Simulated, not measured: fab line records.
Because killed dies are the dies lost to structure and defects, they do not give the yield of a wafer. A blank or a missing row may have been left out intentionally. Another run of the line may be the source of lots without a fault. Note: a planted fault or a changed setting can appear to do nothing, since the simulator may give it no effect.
fab line records ; flow n5Finfet
record lots=10; wafers=27; lastDay=19
route steps=1938 shown BEOL_M6@1212
lots that met no fault: taken from a fault-free run of the same line
startH: start of the lot's first displayed wafer, in hours after the record's first day ; waitH: hours elapsed since this lot's preceding step ; " the same as in the row above ; L1.1+2: several wafers, shown together as one row ; - value missing, or start not given ; * or withheld: withheld ; < > ~ a bound
route shown NAME@n: a module of which the file shows steps, and the number in the route of the first ; usual: the fault-free wafers' mean and standard deviation ; same: alike in all rows ; chamber/n: place in a boat ; sites: the reading at each site ; _std_site: the values' standard deviation ; _edge_site: outer sites' mean less inner sites' ; radiusMm: how far each site lies from the wafer's centre ; mask NAME#n: copy n ; behind: tool/chamber where the wafer was last shaped ; hold: cause of the lot's hold/its duration in hours/its outcome ; device: transistor that didn't switch, given as n, p or np ; end of line: the tests these same wafers got at the end of their route ; a step without rows: its recipe alone ; killed: dies that structure and defects cost at the first sort, which is not the same as the wafer's yield ; map: a wafer's dies, x killed, . not, _ none there
set.NAME: the setting as run; set.NAME@STEP: as run at that earlier step ; model.NAME: the simulator's own value behind a step, which no gauge read
the route's steps for a sample of lots (tables are steps, rows are wafers)
services: when a tool's chamber went out of use (startH, in hours from the record's first day, below 0 if earlier), for how many hours, and the reason
## steps
# step N5_BEOL_M6_ETCH_62
# recipe chemistry=N2/H2; target=SOC; targetDepthA=1100; overetchA=220; maskMaterial=SiARC; tempC=40; timeS=165; ionEnergyEv=200; pressureMtorr=30; sourceW=840; biasW=150; n2FlowSccm=200; h2FlowSccm=200
# usual drypumpMotorCurrentA=5.6/0.43; oesProductAu=0.70/0.049; rfVppV=524.4/2.9; showerheadPlenumPTorr=2.56/0.1; throttleValvePct=17.73/0.23
lot.wafer;tool;chamber;startH;waitH;drypumpMotorCurrentA;oesProductAu;rfHoursCounterH;rfVppV;showerheadPlenumPTorr;throttleValvePct
L680.1;rieDiel-01;3;201.06;0.0;5.0;0.75;37;524.3;2.57;17.48
L680.2;rieDiel-01;1;201.06;0.0;5.3;0.78;9;525.3;2.62;17.58
L680.6;rieDiel-01;2;201.06;0.0;5.9;0.58;-;520.3;2.39;18.03
L685.2;rieDiel-03;2;230.67;0.0;5.5;0.64;138;521.9;2.45;17.98
L685.5;rieDiel-03;0;230.67;0.0;5.4;0.65;-;520.0;2.45;17.82
L685.6;rieDiel-03;1;230.67;0.0;5.4;0.73;-;529.1;2.68;17.38
L686.1;rieDiel-01;1;254.99;0.0;5.3;0.73;28;525.3;2.61;17.63
L686.3;rieDiel-01;3;254.99;0.0;4.9;0.74;56;524.5;2.57;17.51
L686.6;rieDiel-01;3;254.99;0.0;4.9;0.73;-;524.4;2.57;17.52
L688.1;rieDiel-01;1;268.13;0.0;5.2;0.73;35;525.3;2.60;17.65
L688.4;rieDiel-01;2;268.13;0.0;5.9;0.79;12;528.1;2.70;17.77
L688.5;rieDiel-01;3;268.13;0.0;5.0;0.72;-;524.4;2.56;17.53
L689.1;rieDiel-04;1;271.51;0.0;6.5;0.70;80;520.8;2.46;18.11
L689.6;rieDiel-04;1;271.51;0.0;6.5;0.70;-;522.2;2.46;18.14
L690.4;rieDiel-01;0;289.40;0.1;5.4;0.70;-;522.3;2.47;17.71
L690.5;rieDiel-01;3;289.40;0.1;4.9;0.72;-;524.3;2.56;17.56
L696.2;rieDiel-04;3;321.44;0.0;5.9;0.72;54;529.2;2.69;17.92
L696.4;rieDiel-04;1;321.44;0.0;6.5;0.68;94;522.3;2.46;18.16
L700.1;rieDiel-01;0;326.99;0.0;5.5;0.69;66;522.8;2.46;17.74
L700.3;rieDiel-01;3;326.99;0.0;5.0;0.70;83;524.2;2.56;17.56
L700.5;rieDiel-01;2;326.99;0.0;6.0;0.76;-;527.9;2.69;17.78
L701.1;rieDiel-01;3;350.69;0.0;5.0;0.70;92;524.9;2.55;17.59
L701.5;rieDiel-01;3;350.69;0.0;5.0;0.69;-;524.9;2.55;17.56
L701.6;rieDiel-01;2;350.69;0.0;5.9;0.74;-;528.2;2.69;17.81
L702.1;rieDiel-04;3;370.68;0.0;5.8;0.69;72;528.8;2.68;17.96
L702.3;rieDiel-04;1;370.68;0.0;6.5;0.67;111;522.9;2.45;18.17
L702.5;rieDiel-04;0;370.68;0.0;5.1;0.70;-;521.7;2.46;17.60
# step N5_BEOL_M6_OVL_MEAS_29
# recipe pointsPerWafer=522
# usual V5_OVL=-0.5/0.66
lot.wafer;tool;chamber;startH;waitH;V5_OVL[nm]
L680.1;overlay-02;0;202.95;0.0;0.0
L680.2;overlay-02;0;202.95;0.0;-0.3
L680.6;overlay-02;0;202.95;0.0;-0.5
L685.2;overlay-02;0;231.96;0.0;-0.7
L685.5;overlay-02;0;231.96;0.0;-1.2
L685.6;overlay-02;0;231.96;0.0;-0.9
L686.1;overlay-01;0;255.79;0.0;-0.8
L686.3;overlay-01;0;255.79;0.0;-0.1
L686.6;overlay-01;0;255.79;0.0;-0.5
L688.1;overlay-01;0;270.17;0.0;-0.6
L688.4;overlay-01;0;270.17;0.0;-1.0
L688.5;overlay-01;0;270.17;0.0;-1.1
L689.1;overlay-01;0;273.94;0.0;0.0
L689.6;overlay-01;0;273.94;0.0;0.7
L690.4;overlay-01;0;294.09;0.0;-1.1
L690.5;overlay-01;0;294.09;0.0;-1.3
L696.2;overlay-02;0;322.53;0.0;0.4
L696.4;overlay-02;0;322.53;0.0;-0.2
L700.1;overlay-02;0;328.88;0.0;-0.8
L700.3;overlay-02;0;328.88;0.0;-0.9
L700.5;overlay-02;0;328.88;0.0;-0.3
L701.1;overlay-01;0;356.01;0.0;-1.6
L701.5;overlay-01;0;356.01;0.0;-0.8
L701.6;overlay-01;0;356.01;0.0;-1.0
L702.1;overlay-01;0;371.40;0.0;-0.4
L702.3;overlay-01;0;371.40;0.0;-1.4
L702.5;overlay-01;0;371.40;0.0;-0.1
# step N5_BEOL_M6_DESCUM_33
# recipe chemistry=O2; timeS=7; sourcePowerW=50; biasPowerW=20; pressureMtorr=20; rfFrequencyHz=2.712e+07; tempC=40; resist=CAR-EUV; o2FlowSccm=225
# usual drypumpMotorCurrentA=5.5/0.42; oesProductAu=0.83/0.06; rfVppV=243.5/1.6; showerheadPlenumPTorr=2.11/0.081; throttleValvePct=20.40/0.17
lot.wafer;tool;chamber;startH;waitH;drypumpMotorCurrentA;oesProductAu;rfHoursCounterH;rfVppV;showerheadPlenumPTorr;throttleValvePct
L680.1;rieDiel-01;1;203.04;0.0;5.2;0.93;10;242.8;2.14;20.23
L680.2;rieDiel-01;0;203.04;0.0;5.5;0.89;23;243.4;2.05;20.29
L680.6;rieDiel-01;1;203.04;0.0;5.2;0.94;-;243.8;2.14;20.23
L685.2;rieDiel-04;0;232.05;0.0;5.1;0.94;3;242.6;2.07;20.52
L685.5;rieDiel-04;0;232.05;0.0;5.1;0.93;-;243.1;2.07;20.52
L685.6;rieDiel-04;1;232.05;0.0;6.5;0.85;-;240.8;2.03;20.65
L686.1;rieDiel-03;2;255.95;0.1;5.5;0.72;147;242.4;2.00;20.53
L686.3;rieDiel-03;0;255.95;0.1;5.3;0.73;155;242.0;2.03;20.60
L686.6;rieDiel-03;0;255.95;0.1;5.4;0.74;-;242.2;2.03;20.61
L688.1;rieDiel-03;3;270.27;0.0;5.4;0.76;117;244.1;2.19;20.26
L688.4;rieDiel-03;1;270.27;0.0;5.3;0.84;64;245.2;2.24;20.26
L688.5;rieDiel-03;1;270.27;0.0;5.3;0.85;-;245.6;2.24;20.24
L689.1;rieDiel-04;0;274.03;0.0;5.1;0.89;18;241.4;2.07;20.53
L689.6;rieDiel-04;3;274.03;0.0;5.9;0.87;-;246.2;2.21;20.43
L690.4;rieDiel-04;3;294.63;0.5;5.9;0.87;46;244.4;2.21;20.45
L690.5;rieDiel-04;2;294.63;0.5;5.4;0.78;-;243.4;2.09;20.16
L696.2;rieDiel-03;3;322.62;0.0;5.5;0.76;132;244.6;2.18;20.29
L696.4;rieDiel-03;0;322.62;0.0;5.4;0.73;177;242.4;2.02;20.63
L700.1;rieDiel-01;0;329.11;0.2;5.5;0.83;67;243.9;2.03;20.39
L700.3;rieDiel-01;2;329.11;0.2;5.9;0.90;34;245.4;2.21;20.34
L700.5;rieDiel-01;0;329.11;0.2;5.5;0.83;-;240.9;2.03;20.38
L701.1;rieDiel-04;3;356.50;0.4;5.9;0.84;67;245.5;2.20;20.47
L701.5;rieDiel-04;1;356.50;0.4;6.5;0.81;-;243.2;2.02;20.72
L701.6;rieDiel-04;2;356.50;0.4;5.4;0.78;-;241.8;2.09;20.18
L702.1;rieDiel-01;3;371.49;0.0;5.0;0.81;100;243.0;2.11;20.32
L702.3;rieDiel-01;1;371.49;0.0;5.2;0.82;68;244.3;2.12;20.31
L702.5;rieDiel-01;3;371.49;0.0;4.9;0.81;-;243.0;2.11;20.30
# step N5_BEOL_M6_TRENCH_ETCH_37
# recipe chemistry=C4F6/O2; targetDepthA=944.35; target=SiCOH_lowk; timeS=31.5; ionEnergyEv=250; pressureMtorr=30; sourceW=345; biasW=185; Ar_flow_sccm=300; C4F6_flow_sccm=10; O2_flow_sccm=10
# usual drypumpMotorCurrentA=5.5/0.42; oesProductAu=0.83/0.061; rfVppV=663/10; runLengthS=54.8/0.49; showerheadPlenumPTorr=2.87/0.1; throttleValvePct=20.89/0.18
lot.wafer;tool;chamber;startH;waitH;drypumpMotorCurrentA;oesProductAu;rfHoursCounterH;rfVppV;runLengthS;showerheadPlenumPTorr;throttleValvePct
L680.1;rieDiel-01;1;203.31;-;5.2;0.93;10;662;54.6;2.91;20.71
L680.2;rieDiel-01;0;203.31;-;5.5;0.89;23;673;54.1;2.80;20.90
L680.6;rieDiel-01;1;203.31;-;5.2;0.93;-;663;54.5;2.91;20.71
L685.2;rieDiel-04;0;232.32;-;5.1;0.95;3;662;54.5;2.81;20.94
L685.5;rieDiel-04;0;232.32;-;5.1;0.94;-;663;53.8;2.81;20.95
L685.6;rieDiel-04;1;232.32;-;6.5;0.86;-;673;55.3;2.78;21.27
L686.1;rieDiel-03;2;256.22;-;5.5;0.75;147;652;54.5;2.74;21.09
L686.3;rieDiel-03;0;256.22;-;5.4;0.75;155;686;54.3;2.73;20.92
L686.6;rieDiel-03;0;256.22;-;5.4;0.75;-;686;54.7;2.73;20.91
L688.1;rieDiel-03;3;270.54;-;5.5;0.76;117;650;55.1;2.96;20.73
L688.4;rieDiel-03;1;270.54;-;5.3;0.85;64;663;55.3;3.01;20.64
L688.5;rieDiel-03;1;270.54;-;5.3;0.86;-;664;55.2;3.01;20.64
L689.1;rieDiel-04;0;274.30;-;5.1;0.89;18;664;52.7;2.80;20.97
L689.6;rieDiel-04;3;274.30;-;5.9;0.87;-;650;55.9;3.00;20.93
L690.4;rieDiel-04;3;294.90;-;5.9;0.86;46;651;55.5;3.00;20.95
L690.5;rieDiel-04;2;294.90;-;5.4;0.77;-;663;53.1;2.86;20.69
L696.2;rieDiel-03;3;322.89;-;5.5;0.73;132;650;54.7;2.96;20.74
L696.4;rieDiel-03;0;322.89;-;5.3;0.72;177;686;54.8;2.72;20.95
L700.1;rieDiel-01;0;329.38;-;5.5;0.82;67;673;54.1;2.78;20.95
L700.3;rieDiel-01;2;329.38;-;5.9;0.90;34;652;55.6;3.02;20.90
L700.5;rieDiel-01;0;329.38;-;5.5;0.82;-;672;54.7;2.78;20.95
L701.1;rieDiel-04;3;356.77;-;5.8;0.84;68;651;55.2;2.99;20.97
L701.5;rieDiel-04;1;356.77;-;6.5;0.81;-;671;55.1;2.76;21.32
L701.6;rieDiel-04;2;356.77;-;5.4;0.76;-;665;54.6;2.86;20.71
L702.1;rieDiel-01;3;371.77;-;5.0;0.82;100;658;55.0;2.87;20.79
L702.3;rieDiel-01;1;371.77;-;5.3;0.83;68;663;54.4;2.88;20.81
L702.5;rieDiel-01;3;371.77;-;5.0;0.82;-;659;55.1;2.87;20.78
# step N5_BEOL_M6_OCD_MEAS_38
# usual trenchDepthNm=95.2/1.8
lot.wafer;tool;chamber;startH;waitH;trenchDepthNm
L680.1;ocd-02;-;203.47;-;97.9
L680.2;ocd-02;-;203.47;-;97.0
L680.6;ocd-02;-;203.47;-;96.8
L685.2;ocd-01;-;232.48;-;97.8
L685.5;ocd-01;-;232.48;-;97.1
L685.6;ocd-01;-;232.48;-;99.1
L686.1;ocd-02;-;256.38;-;94.8
L686.3;ocd-02;-;256.38;-;92.6
L686.6;ocd-02;-;256.38;-;91.9
L688.1;ocd-01;-;270.69;-;91.4
L688.4;ocd-01;-;270.69;-;96.5
L688.5;ocd-01;-;270.69;-;97.0
L689.1;ocd-02;-;274.45;-;91.2
L689.6;ocd-02;-;274.45;-;96.6
L690.4;ocd-02;-;295.06;-;94.8
L690.5;ocd-02;-;295.06;-;88.7
L696.2;ocd-01;-;323.05;-;91.0
L696.4;ocd-01;-;323.05;-;92.5
L700.1;ocd-02;-;329.53;-;96.0
L700.3;ocd-02;-;329.53;-;96.8
L700.5;ocd-02;-;329.53;-;95.7
L701.1;ocd-02;-;356.93;-;95.6
L701.5;ocd-02;-;356.93;-;97.1
L701.6;ocd-02;-;356.93;-;92.5
L702.1;ocd-02;-;371.92;-;96.2
L702.3;ocd-02;-;371.92;-;96.4
L702.5;ocd-02;-;371.92;-;94.9
# step N5_BEOL_M6_THK_MEAS_53
# recipe thkMeasGauge=xrf; reads=Cu_of_BEOL_M6_ECD_50
# usual M6_THK=83.2/2.2
lot.wafer;tool;chamber;startH;waitH;M6_THK[nm]
L680.1;filmMetro-01;-;206.27;-;87.2
L680.2;filmMetro-01;-;206.27;-;88.2
L680.6;filmMetro-01;-;206.27;-;86.1
L685.2;filmMetro-02;-;235.29;-;84.9
L685.5;filmMetro-02;-;235.29;-;85.2
L685.6;filmMetro-02;-;235.29;-;87.7
L686.1;filmMetro-02;-;259.52;-;83.1
L686.3;filmMetro-02;-;259.52;-;80.5
L686.6;filmMetro-02;-;259.52;-;78.4
L688.1;filmMetro-02;-;274.50;-;83.7
L688.4;filmMetro-02;-;274.50;-;85.1
L688.5;filmMetro-02;-;274.50;-;84.2
L689.1;filmMetro-02;-;277.40;-;78.9
L689.6;filmMetro-02;-;277.40;-;83.0
L690.4;filmMetro-02;-;298.86;-;81.4
L690.5;filmMetro-02;-;298.86;-;74.9
L696.2;filmMetro-02;-;325.48;-;77.9
L696.4;filmMetro-02;-;325.48;-;80.5
L700.1;filmMetro-02;-;333.15;-;83.8
L700.3;filmMetro-02;-;333.15;-;85.0
L700.5;filmMetro-02;-;333.15;-;83.5
L701.1;filmMetro-01;-;360.51;-;85.2
L701.5;filmMetro-01;-;360.51;-;85.7
L701.6;filmMetro-01;-;360.51;-;79.8
L702.1;filmMetro-01;-;375.49;-;84.4
L702.3;filmMetro-01;-;375.49;-;84.5
L702.5;filmMetro-01;-;375.49;-;82.9
# step N5_BEOL_M6_RS_MEAS_57
# recipe thkMeasGauge=four-point-probe; reads=Cu_of_BEOL_M6_ECD_50+Co_of_BEOL_M6_CVD_78+TaN_of_BEOL_M6_ALD_77
# usual M6_RS=0.281/0.0084
lot.wafer;tool;chamber;startH;waitH;M6_RS[ohm/sq]
L680.1;filmMetro-01;-;206.40;0.1;0.268
L680.2;filmMetro-01;-;206.40;0.1;0.265
L680.6;filmMetro-01;-;206.40;0.1;0.272
L685.2;filmMetro-01;-;235.42;0.1;0.273
L685.5;filmMetro-01;-;235.42;0.1;0.271
L685.6;filmMetro-01;-;235.42;0.1;0.262
L686.1;filmMetro-02;-;259.65;0.1;0.280
L686.3;filmMetro-02;-;259.65;0.1;0.290
L686.6;filmMetro-02;-;259.65;0.1;0.300
L688.1;filmMetro-01;-;274.63;0.1;0.282
L688.4;filmMetro-01;-;274.63;0.1;0.276
L688.5;filmMetro-01;-;274.63;0.1;0.279
L689.1;filmMetro-02;-;277.53;0.1;0.300
L689.6;filmMetro-02;-;277.53;0.1;0.284
L690.4;filmMetro-02;-;298.99;0.0;0.285
L690.5;filmMetro-02;-;298.99;0.0;0.314
L696.2;filmMetro-01;-;325.61;0.1;0.304
L696.4;filmMetro-01;-;325.61;0.1;0.294
L700.1;filmMetro-02;-;333.28;0.1;0.278
L700.3;filmMetro-02;-;333.28;0.1;0.274
L700.5;filmMetro-02;-;333.28;0.1;0.280
L701.1;filmMetro-02;-;360.64;0.1;0.272
L701.5;filmMetro-02;-;360.64;0.1;0.271
L701.6;filmMetro-02;-;360.64;0.1;0.294
L702.1;filmMetro-01;-;375.62;0.1;0.276
L702.3;filmMetro-01;-;375.62;0.1;0.276
L702.5;filmMetro-01;-;375.62;0.1;0.282
## services
tool;chamber;startH;hours;kind
rieDiel-01;3;183.63;4.1;repair
rieDiel-04;0;188.21;-;clean
rieDiel-04;0;188.21;-;consumableReplace:focusRing
rieDiel-04;0;188.21;24.3;scheduledDown
rieDiel-04;0;188.21;24.3;ventCycle
rieDiel-01;2;208.41;-;clean
rieDiel-01;2;208.41;-;consumableReplace:focusRing
rieDiel-01;2;208.41;-;consumableReplace:showerhead
rieDiel-01;2;208.41;16.5;scheduledDown
rieDiel-01;2;208.41;16.5;ventCycle
rieDiel-01;2;246.55;8.5;repair
rieDiel-01;1;287.24;4.2;repair
rieDiel-03;3;307.29;5.7;repair
rieDiel-04;2;323.48;19.8;repair
rieDiel-03;1;365.16;4.2;repair
rieDiel-01;-;366.85;0.9;repair
## key
firstSign step=N5_BEOL_M6_TRENCH_ETCH_37; reading=runLengthS; direction=down; sigmas=4; usual=*; struck=*
effect step=N5_BEOL_M6_OCD_MEAS_38; reading=trenchDepthNm; direction=down; sigmas=2.9; usual=95.2; struck=90.0
effect step=N5_BEOL_M6_THK_MEAS_53; reading=M6_THK; direction=down; sigmas=2.9; usual=83.2; struck=76.9
effect step=N5_BEOL_M6_RS_MEAS_57; reading=M6_RS; direction=up; sigmas=3.1; usual=0.281; struck=0.307
metAt N5_BEOL_M6_TRENCH_ETCH_37
struckLots L689,L690
struckWafers L689.1,L690.5
baselineLoss step=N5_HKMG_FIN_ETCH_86; wafers=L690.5
notActingAt N5_BEOL_M6_ETCH_62,N5_BEOL_M6_OVL_MEAS_29,N5_BEOL_M6_DESCUM_33
onsetBetween 232.32 274.30
fault kind=processParameterDrift; tool=rieDiel-04; chamber=-; onsetH=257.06; steps=N5_BEOL_M6_TRENCH_ETCH_37; channel=timeS; offset=*; shape=step; endH=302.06; scope=struckWafersOnly; actsIn=*; stated=*
# baselineLoss: these wafers lose ten dies or more at that step, a loss of the line's own and not of a fault; the sort's usual values leave them out
